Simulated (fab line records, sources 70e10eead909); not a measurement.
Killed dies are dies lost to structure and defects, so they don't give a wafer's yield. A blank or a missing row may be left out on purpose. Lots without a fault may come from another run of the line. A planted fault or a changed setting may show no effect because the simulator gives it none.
fab line records | flow nand_harc
record lots=6 wafers=18 last_day=32
route steps=1302 shown A_STAIRCASE@670 END@1302
lots that met no fault: from a run of the same line without faults
start_h: hours from the record's first day to the start of the lot's first wafer shown | wait_h: hours since the lot's step before | " the same as in the row above | L1.1+2: a row that stands for several wafers | - no value, or no start given | * or withheld: withheld | < > ~ a bound
route shown NAME@n: a module of which the file shows steps, and the number in the route of the first | usual: mean/standard deviation of fault-free wafers | same: alike in all rows | chamber/n: place in a boat | sites: the reading at each site | _std_site: their standard deviation | _edge_site: outer sites' mean less inner sites' | radius_mm: how far each site lies from the wafer's centre | mask NAME#n: copy n | behind: the tool/chamber that last shaped the wafer | hold: why the lot was held/for how many hours/how that ended | device: the transistor (n, p or np) that didn't switch | end of line: the same wafers' tests at the end of the route | a step without rows: its recipe alone | killed: dies lost to structure and defects at the first sort, not the wafer's yield | map: a wafer's dies, x killed, . not, _ none there
set.NAME: the setting as run; set.NAME@STEP: as run at that earlier step | model.NAME: the simulator's own value behind a step, which no gauge read
lots at some steps of the route; a table a step, a row a wafer
services: from which hour (start_h, from the record's first day; less than 0 if before it) a tool's chamber was out of use, for how many hours, and why
## steps
# step NHARC_A_STAIRCASE_TRIM_14
# recipe time_s=211.2 o2_flow_sccm=500 ar_flow_sccm=0 bias_w=0 chemistry=O2
# usual drypump_motor_current_A=5.8/0.43 oes_product_au=1.002/0.0097 rf_vpp_V=57.6/0.85 showerhead_plenum_p_Torr=3.52/0.13 throttle_valve_pct=17.037/0.0093
# same bias_w=0
# columns lot.wafer tool chamber start_h wait_h drypump_motor_current_A oes_product_au rf_hours_counter_h rf_vpp_V showerhead_plenum_p_Torr throttle_valve_pct
L439.2 rie_diel-12 0 - - 6.2 1.020 19 55.9 3.42 17.043
L439.4 " 1 " " 6.2 0.984 21 58.1 3.56 17.041
L439.5 " 2 " " 5.6 0.989 - 58.4 3.57 17.048
L441.4 rie_diel-03 2 - - 4.9 1.018 32 57.8 3.54 17.029
L441.2 " 3 " " 5.9 0.994 29 55.7 3.28 17.045
L441.6 " 2 " " 4.9 1.011 - 58.6 3.54 17.041
L452.2 rie_diel-12 1 - - 6.2 0.994 17 57.5 3.54 17.034
L452.6 " 1 " " 6.2 1.002 - 56.8 3.54 17.041
L452.4 " 2 " " 5.6 0.986 - 57.7 3.54 17.021
L451.3 rie_diel-03 3 - - 5.9 1.011 9 58.9 3.80 17.038
L451.2 " 0 " " 6.5 1.016 9 58.2 3.63 17.033
L451.4 " 1 " " 5.7 0.992 10 56.6 3.57 17.038
L453.4 rie_diel-05 0 - - 5.7 1.006 29 58.5 3.48 17.034
L453.1 " 1 " " 6.2 0.991 33 57.5 3.30 17.041
L453.2 " 2 " " 5.4 0.981 22 57.6 3.50 17.043
L456.4 rie_diel-03 3 - - 5.9 1.012 26 59.1 3.79 17.051
L456.3 " 0 " " 6.5 1.015 26 56.9 3.62 17.036
L456.1 " 1 " " 5.7 1.009 22 57.1 3.56 17.028
# step NHARC_A_STAIRCASE_ETCH_15
# recipe target_depth_a=1000 time_s=40.5 ion_energy_ev=400 c4f8_flow_sccm=20 o2_flow_sccm=10 ar_flow_sccm=withheld rf_w=600 bias_w=1000 chemistry=C4F8/O2
# step NHARC_A_STAIRCASE_TRIM_16
# recipe time_s=211.2 o2_flow_sccm=500 ar_flow_sccm=0 bias_w=0 chemistry=O2
# usual drypump_motor_current_A=5.9/0.42 oes_product_au=1.001/0.01 rf_vpp_V=57.8/0.87 showerhead_plenum_p_Torr=3.51/0.13 throttle_valve_pct=17.037/0.009
# same bias_w=0
# columns lot.wafer tool chamber start_h wait_h drypump_motor_current_A oes_product_au rf_hours_counter_h rf_vpp_V showerhead_plenum_p_Torr throttle_valve_pct
L439.4 rie_diel-12 2 - - 5.6 1.007 28 56.5 3.57 17.046
L439.2 " 1 " " 6.2 0.987 22 58.2 3.56 17.031
L439.5 " 2 " " 5.6 0.999 - 57.5 3.57 17.029
L441.2 rie_diel-03 3 - - 5.9 0.997 29 54.9 3.28 17.035
L441.4 " 1 " " 5.7 0.998 32 57.9 3.58 17.040
L441.6 " 0 " " 6.5 1.007 - 57.8 3.65 17.038
L452.2 rie_diel-12 3 - - 6.1 0.997 18 57.1 3.31 17.046
L452.6 " 3 " " 6.1 0.998 - 58.1 3.31 17.030
L452.4 " 1 " " 6.2 0.992 - 57.0 3.54 17.033
L451.3 rie_diel-03 0 - - 6.6 1.014 9 59.4 3.63 17.037
L451.2 " 1 " " 5.7 0.995 10 57.5 3.56 17.042
L451.4 " 2 " " 5.0 1.010 10 59.5 3.52 17.043
L453.1 rie_diel-05 3 - - 5.7 0.998 27 58.8 3.62 17.032
L453.2 " 0 " " 5.7 1.021 29 58.3 3.48 17.045
L453.4 " 1 " " 6.2 0.993 34 55.5 3.30 17.035
L456.4 rie_diel-03 0 - - 6.5 1.013 26 58.4 3.62 17.038
L456.3 " 1 " " 5.7 1.000 22 57.2 3.56 17.029
L456.1 " 2 " " 5.0 1.016 31 57.4 3.51 17.032
# step NHARC_A_STAIRCASE_ETCH_17
# recipe target_depth_a=1000 time_s=40.5 ion_energy_ev=400 c4f8_flow_sccm=20 o2_flow_sccm=10 ar_flow_sccm=withheld rf_w=600 bias_w=1000 chemistry=C4F8/O2
# step NHARC_A_STAIRCASE_TRIM_18
# recipe time_s=211.2 o2_flow_sccm=500 ar_flow_sccm=0 bias_w=0 chemistry=O2
# usual drypump_motor_current_A=5.8/0.42 oes_product_au=1.002/0.011 rf_vpp_V=57.7/0.83 showerhead_plenum_p_Torr=3.51/0.13 throttle_valve_pct=17.037/0.0092
# same bias_w=0
# columns lot.wafer tool chamber start_h wait_h drypump_motor_current_A oes_product_au rf_hours_counter_h rf_vpp_V showerhead_plenum_p_Torr throttle_valve_pct
L439.2 rie_diel-12 3 - - 6.1 0.991 27 57.1 3.34 17.038
L439.4 " 1 " " 6.2 0.987 22 57.2 3.57 17.020
L439.5 " 3 " " 6.1 0.988 - 57.7 3.34 17.048
L441.2 rie_diel-03 1 - - 5.7 1.011 32 58.4 3.58 17.029
L441.4 " 2 " " 4.9 1.005 32 59.5 3.54 17.030
L441.6 " 3 " " 5.9 1.010 - 56.8 3.28 17.031
L452.2 rie_diel-12 3 - - 6.1 1.006 19 58.7 3.31 17.042
L452.4 " 3 " " 6.1 1.005 - 57.6 3.31 17.046
L452.6 " 1 " " 6.2 0.999 - 59.8 3.54 17.041
L451.4 rie_diel-03 3 - - 5.9 1.006 9 57.3 3.80 17.034
L451.2 " 0 " " 6.6 1.013 9 57.6 3.63 17.038
L451.3 " 2 " " 5.0 1.002 10 58.1 3.52 17.052
L453.4 rie_diel-05 1 - - 6.1 1.008 34 57.2 3.30 17.049
L453.2 " 2 " " 5.4 1.010 22 57.3 3.50 17.048
L453.1 " 3 " " 5.8 0.993 27 59.1 3.61 17.042
L456.1 rie_diel-03 1 - - 5.7 0.985 22 58.0 3.56 17.042
L456.4 " 2 " " 4.9 1.013 31 58.5 3.51 17.043
L456.3 " 0 " " 6.5 1.011 26 57.3 3.62 17.044
# step NHARC_A_STAIRCASE_ETCH_19
# recipe target_depth_a=1000 time_s=40.5 ion_energy_ev=400 c4f8_flow_sccm=20 o2_flow_sccm=10 ar_flow_sccm=withheld rf_w=600 bias_w=1000 chemistry=C4F8/O2
# step NHARC_A_STAIRCASE_TRIM_20
# recipe time_s=211.2 o2_flow_sccm=500 ar_flow_sccm=0 bias_w=0 chemistry=O2
# usual drypump_motor_current_A=5.9/0.37 oes_product_au=1.000/0.0093 rf_vpp_V=57.5/0.88 showerhead_plenum_p_Torr=3.48/0.12 throttle_valve_pct=17.037/0.0098
# same bias_w=0
# columns lot.wafer tool chamber start_h wait_h drypump_motor_current_A oes_product_au rf_hours_counter_h rf_vpp_V showerhead_plenum_p_Torr throttle_valve_pct
L439.4 rie_diel-12 3 356.48 0.1 6.1 0.986 27 58.7 3.34 17.031
L439.2 " 0 " " 6.2 1.010 19 58.4 3.42 17.021
L439.5 " 2 " " 5.6 0.999 - 57.7 3.57 17.034
L441.2 rie_diel-12 0 388.26 0.1 6.2 1.013 30 56.9 3.41 17.024
L441.4 " 2 " " 5.6 1.008 35 58.8 3.56 17.051
L441.6 " 0 " " 6.2 1.012 - 58.2 3.41 17.032
L452.2 rie_diel-12 3 501.85 0.1 6.1 1.005 19 56.6 3.31 17.038
L452.4 " 2 " " 5.7 1.006 - 56.3 3.54 17.025
L452.6 " 1 " " 6.2 1.002 - 58.3 3.54 17.042
L451.2 rie_diel-12 3 502.80 0.1 6.1 1.005 19 56.4 3.31 17.030
L451.3 " 2 " " 5.6 1.000 17 59.1 3.54 17.044
L451.4 " 2 " " 5.6 0.999 - 57.8 3.54 17.032
L453.4 rie_diel-05 2 512.93 0.1 5.4 0.986 22 58.4 3.50 17.028
L453.2 " 3 " " 5.8 0.993 27 58.1 3.62 17.037
L453.1 " 0 " " 5.7 1.023 29 58.5 3.48 17.043
L456.4 rie_diel-03 1 547.09 0.1 5.7 0.992 23 57.3 3.56 17.033
L456.3 " 2 " " 5.0 1.014 32 57.0 3.51 17.044
L456.1 " 0 " " 6.5 1.004 27 57.9 3.62 17.038
# step NHARC_A_STAIRCASE_ETCH_21
# recipe target_depth_a=1000 time_s=40.5 ion_energy_ev=400 c4f8_flow_sccm=20 o2_flow_sccm=10 ar_flow_sccm=withheld rf_w=600 bias_w=1000 chemistry=C4F8/O2
# step NHARC_A_STAIRCASE_TRIM_22
# recipe time_s=211.2 o2_flow_sccm=500 ar_flow_sccm=0 bias_w=0 chemistry=O2
# step NHARC_A_STAIRCASE_ETCH_23
# recipe target_depth_a=1000 time_s=40.5 ion_energy_ev=400 c4f8_flow_sccm=20 o2_flow_sccm=10 ar_flow_sccm=withheld rf_w=600 bias_w=1000 chemistry=C4F8/O2
# step NHARC_A_STAIRCASE_TRIM_24
# recipe time_s=211.2 o2_flow_sccm=500 ar_flow_sccm=0 bias_w=0 chemistry=O2
# usual drypump_motor_current_A=5.9/0.37 oes_product_au=1.000/0.0097 rf_vpp_V=57.7/0.85 showerhead_plenum_p_Torr=3.49/0.12 throttle_valve_pct=17.036/0.0087
# same bias_w=0
# columns lot.wafer tool chamber start_h wait_h drypump_motor_current_A oes_product_au rf_hours_counter_h rf_vpp_V showerhead_plenum_p_Torr throttle_valve_pct
L439.4 rie_diel-12 3 - - 6.1 0.985 28 57.4 3.34 17.034
L439.2 " 0 " " 6.2 1.017 19 56.3 3.42 17.035
L439.5 " 2 " " 5.6 0.995 - 58.6 3.57 17.020
L441.2 rie_diel-12 1 - - 6.2 0.997 30 58.6 3.56 17.043
L441.4 " 3 " " 6.1 1.007 38 57.4 3.34 17.046
L441.6 " 1 " " 6.2 0.996 - 59.1 3.56 17.039
L452.2 rie_diel-12 1 - - 6.2 0.994 17 59.2 3.54 17.031
L452.6 " 1 " " 6.2 0.991 - 58.4 3.54 17.044
L452.4 " 3 " " 6.1 1.000 - 57.6 3.31 17.050
L451.3 rie_diel-12 3 - - 6.1 1.004 19 57.1 3.31 17.036
L451.2 " 2 " " 5.6 0.995 18 59.1 3.54 17.033
L451.4 " 1 " " 6.2 1.005 - 57.8 3.54 17.033
L453.1 rie_diel-05 3 - - 5.7 0.987 28 57.8 3.62 17.042
L453.4 " 0 " " 5.7 1.007 30 58.2 3.48 17.042
L453.2 " 1 " " 6.1 0.989 34 57.3 3.30 17.040
L456.1 rie_diel-03 2 - - 5.0 1.006 32 57.0 3.51 17.041
L456.4 " 3 " " 5.9 0.995 27 58.4 3.79 17.038
L456.3 " 0 " " 6.5 1.009 27 57.9 3.62 17.028
# step NHARC_A_STAIRCASE_ETCH_25
# recipe target_depth_a=1000 time_s=40.5 ion_energy_ev=400 c4f8_flow_sccm=20 o2_flow_sccm=10 ar_flow_sccm=withheld rf_w=600 bias_w=1000 chemistry=C4F8/O2
# usual bias_w=999.9/2.9 oes_product_au=0.944/0.012 rf_fwd_power_W=592.6/2.8 rf_vpp_V=894/4.5 run_length_s=61.7/0.4
# columns lot.wafer tool chamber start_h wait_h bias_w oes_product_au rf_fwd_power_W rf_hours_counter_h rf_vpp_V run_length_s
L439.2 rie_diel-12 1 357.09 - 998.6 0.954 591.8 22 899 61.8
L439.4 " 2 " " 999.2 0.943 592.8 28 897 61.1
L439.5 " 1 " " 992.9 0.947 590.2 - 898 61.3
L441.2 rie_diel-12 1 388.91 - 998.1 0.940 594.7 30 898 61.4
L441.4 " 2 " " 1002.5 0.949 588.2 36 896 61.3
L441.6 " 3 " " 1000.6 0.946 588.8 - 888 62.0
L452.2 rie_diel-12 3 502.61 - - 0.940 - 19 889 58.9
L452.6 " 1 " " 999.0 0.939 594.3 - 896 61.4
L452.4 " 2 " " 1005.0 0.948 595.3 - 897 61.4
L451.3 rie_diel-12 1 503.62 - 1003.7 0.942 593.8 18 897 61.6
L451.2 " 2 " " - 0.933 - 18 897 58.0
L451.4 " 1 " " 1001.9 0.933 591.6 - 897 61.5
L453.1 rie_diel-05 1 514.07 - 999.2 0.924 593.7 34 888 61.9
L453.4 " 2 " " 1002.9 0.917 594.0 23 896 61.7
L453.2 " 3 " " 1003.4 0.922 592.0 28 899 61.4
L456.4 rie_diel-03 1 547.85 - 1001.4 0.960 593.4 23 898 61.7
L456.3 " 2 " " 1004.6 0.960 591.5 32 896 62.1
L456.1 " 0 " " 998.1 0.966 591.4 27 900 62.1
# step NHARC_A_STAIRCASE_TRIM_26
# recipe time_s=211.2 o2_flow_sccm=500 ar_flow_sccm=0 bias_w=0 chemistry=O2
# step NHARC_END_SORT_01
# recipe temp_c=25
# usual killed_at_array=65/19 killed_at_other=0.9/1.1 killed_at_periphery=3.5/2.3 killed_dies=69/19 killed_open=3.2/1.8 killed_short=2.4/1.5
# same gross_dies=677
# columns lot.wafer tool chamber start_h wait_h killed_at_array killed_at_other killed_at_periphery killed_dies killed_open killed_short
L441.2 prober-02 0 588.33 2.8 45 1 4 50 3 2
L441.4 prober-02 0 589.92 3.4 44 0 3 47 4 3
L441.6 prober-02 0 591.51 4.0 44 3 6 53 2 1
# killed by level:class
L441.2 A_SLIT:chamber_film_flake=26 A_CHANNEL_HOLE_D2:chamber_film_flake=8 A_STAIRCASE:chamber_film_flake=3 A_CHANNEL_HOLE_D1:chamber_film_flake=2 P_CONTACT:geometric_particle:open=1 A_ONON_D1:geometric_particle:short=1 A_ONON_D1:geometric_particle:open=1 A_ONON_D2:geometric_particle:short=1
L441.4 A_SLIT:chamber_film_flake=21 A_CHANNEL_HOLE_D2:chamber_film_flake=5 A_CONTACT:chamber_film_flake=5 A_STAIRCASE:chamber_film_flake=4 A_WL_FILL:geometric_particle:short=2 A_M0:geometric_particle:open=2 A_CHANNEL_HOLE_D1:chamber_film_flake=2 P_CONTACT:geometric_particle:open=1
L441.6 A_SLIT:chamber_film_flake=24 A_CONTACT:chamber_film_flake=7 A_CHANNEL_HOLE_D2:chamber_film_flake=4 A_STAIRCASE:chamber_film_flake=3 HYBRID_BOND:chamber_film_flake=3 P_STI:chamber_film_flake=2 P_M2:chamber_film_flake=2 A_CHANNEL_HOLE_D1:chamber_film_flake=2
## services
# columns tool chamber start_h hours kind
rie_diel-12 0 352.97 - clean
rie_diel-12 1 352.97 - clean
rie_diel-12 2 352.97 - clean
rie_diel-12 3 352.97 - clean
rie_diel-12 - 376.64 0.5 repair
rie_diel-03 2 394.33 1.7 repair
rie_diel-03 0 400.29 7.5 repair
rie_diel-12 3 401.05 5.6 repair
rie_diel-12 0 403.41 - clean
rie_diel-12 1 403.41 - clean
rie_diel-12 2 403.41 - clean
rie_diel-05 - 407.07 9.0 pm
rie_diel-12 0 427.91 - clean
rie_diel-12 1 427.91 - clean
rie_diel-12 2 427.91 - clean
rie_diel-12 3 427.91 - clean
rie_diel-12 - 447.42 9.0 pm
rie_diel-12 0 447.42 9.0 vent_cycle
rie_diel-03 2 453.37 4.3 repair
rie_diel-12 - 458.24 0.5 repair
rie_diel-03 - 459.55 9.0 pm
rie_diel-05 2 464.84 31.8 repair
rie_diel-03 1 502.74 20.3 repair
rie_diel-12 - 536.03 2.2 repair
## key
first_sign step=NHARC_A_STAIRCASE_ETCH_25 reading=run_length_s direction=down sigmas=8.1 usual=* struck=*
effect none on later readings
met_at NHARC_A_STAIRCASE_ETCH_25
struck_wafers L451.2,L452.2
tester_left_out L451,L452
onset_between 388.91 502.61
fault kind=process_parameter_drift tool=rie_diel-12 chamber=- onset_h=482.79 steps=NHARC_A_STAIRCASE_ETCH_25 channel=time_s offset=* shape=step end_h=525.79 scope=struck_wafers_only acts_in=* stated=*
# tester_left_out: of these lots the tester's yield and bins aren't shown, on N5 and GAA mostly nor the transistor test; their killed dies are dies lost to structure and defects alone, not to doping, threshold or leakage, so they don't give the yield
